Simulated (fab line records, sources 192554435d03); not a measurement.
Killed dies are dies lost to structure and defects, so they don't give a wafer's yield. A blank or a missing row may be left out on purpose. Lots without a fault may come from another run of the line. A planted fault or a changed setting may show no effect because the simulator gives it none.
Split-lot experiment | flow n5_finfet | 7 lots, 21 wafers read, on a route of 1938 steps

THE SPLIT
At N5_BEOL_M2_EXPOSE_25 (exposes mask V1, defocus 5 nm), the setting dose_mj was moved away from the recipe's 63 on 4 of the 21 wafers read, by -7.5% to +4.6%. The other wafers ran this setting at the recipe's value.

FROM THE SPLIT TO THE READING: what the file shows between them, 2 steps
- N5_BEOL_M2_PEB_26: peb time 60 s
- N5_BEOL_M2_DEVELOP_27: develop time 30 s

THE READING
cd_nm, in nm, at N5_BEOL_M2_CD_MEAS_28 (target cd 26.2 nm, target cd y 24.1 nm). Fault-free wafers of this fab line usually give 26.24 nm, standard deviation 0.22 nm.

wafer  | tool, chamber at the split | dose_mj as run | against the recipe | cd_nm, nm | against lot-mates on the recipe
L080.1 | euv_scanner-01, 0          | 63             | recipe             | 26.56     | -
L080.2 | euv_scanner-01, 0          | 63             | recipe             | 26.01     | -
L080.5 | euv_scanner-01, 0          | 63             | recipe             | 26.45     | -
L087.1 | euv_scanner-01, 0          | 65.91          | +4.6%              | 27.20     | +1.10
L087.2 | euv_scanner-01, 0          | 63             | recipe             | 26.00     | -
L087.4 | euv_scanner-01, 0          | 63             | recipe             | 26.20     | -
L090.1 | euv_scanner-02, 0          | 63             | recipe             | 26.31     | -
L090.5 | euv_scanner-02, 0          | 63             | recipe             | 26.36     | -
L090.6 | euv_scanner-02, 0          | 63             | recipe             | 26.08     | -
L091.1 | euv_scanner-01, 0          | 58.29          | -7.5%              | 24.70     | -1.14
L091.5 | euv_scanner-01, 0          | 63             | recipe             | 25.83     | -
L091.6 | euv_scanner-01, 0          | 63             | recipe             | 25.84     | -
L093.1 | euv_scanner-02, 0          | 63             | recipe             | 26.42     | -
L093.2 | euv_scanner-02, 0          | 63             | recipe             | 26.42     | -
L093.5 | euv_scanner-02, 0          | 63             | recipe             | 26.11     | -
L095.1 | euv_scanner-01, 0          | 63             | recipe             | 26.53     | -
L095.3 | euv_scanner-01, 0          | 63             | recipe             | 26.46     | -
L095.6 | euv_scanner-01, 0          | 65.34          | +3.7%              | 26.67     | +0.18
L096.1 | euv_scanner-01, 0          | 63             | recipe             | 26.48     | -
L096.3 | euv_scanner-01, 0          | 60.51          | -4.0%              | 25.83     | -0.63
L096.6 | euv_scanner-01, 0          | 63             | recipe             | 26.44     | -

THE FIT
A straight line over all 21 wafers: cd_nm changes by +0.18 nm for each +1% of dose_mj; r = +0.87; the points scatter about the line by 0.24 nm.
The same after taking each lot's own level away (the mean of its wafers on the recipe; 21 wafers): +0.157 nm for each +1%; r = +0.90; scatter 0.18 nm.
On that fit, the largest move of dose_mj shifts the reading by 1.2 nm.
The lots' own levels span 25.835 to 26.495 nm, that is 3.0 times the standard deviation above.
So the lot-to-lot level changes the slope: the two fits differ.
Check: with one of the wafers moved furthest among these (-7.5%) left out of the fit, the line predicts -1.22 nm for it against its lot-mates. It came out at -1.14 nm against them.

OTHER SPLITS ON THESE WAFERS
These wafers also went through other splits before the reading. Each is held against what the fit with the lots' levels taken away leaves over:
other split on the same wafers    | wafers away from the commonest value | r with cd_nm (lot level and that fit taken away)
N5_BEOL_M1_HM_DEP_02 target_thk_a | 12                                   | -0.08
N5_BEOL_M1_COAT_73 temp_c         | 10                                   | -0.05
N5_BEOL_M2_ILD_DEP_00 time_s      | 5                                    | -0.25

THE FILE'S OWN FIT
cd_nm changes by +0.156 nm for each +1% of dose_mj, r = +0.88.
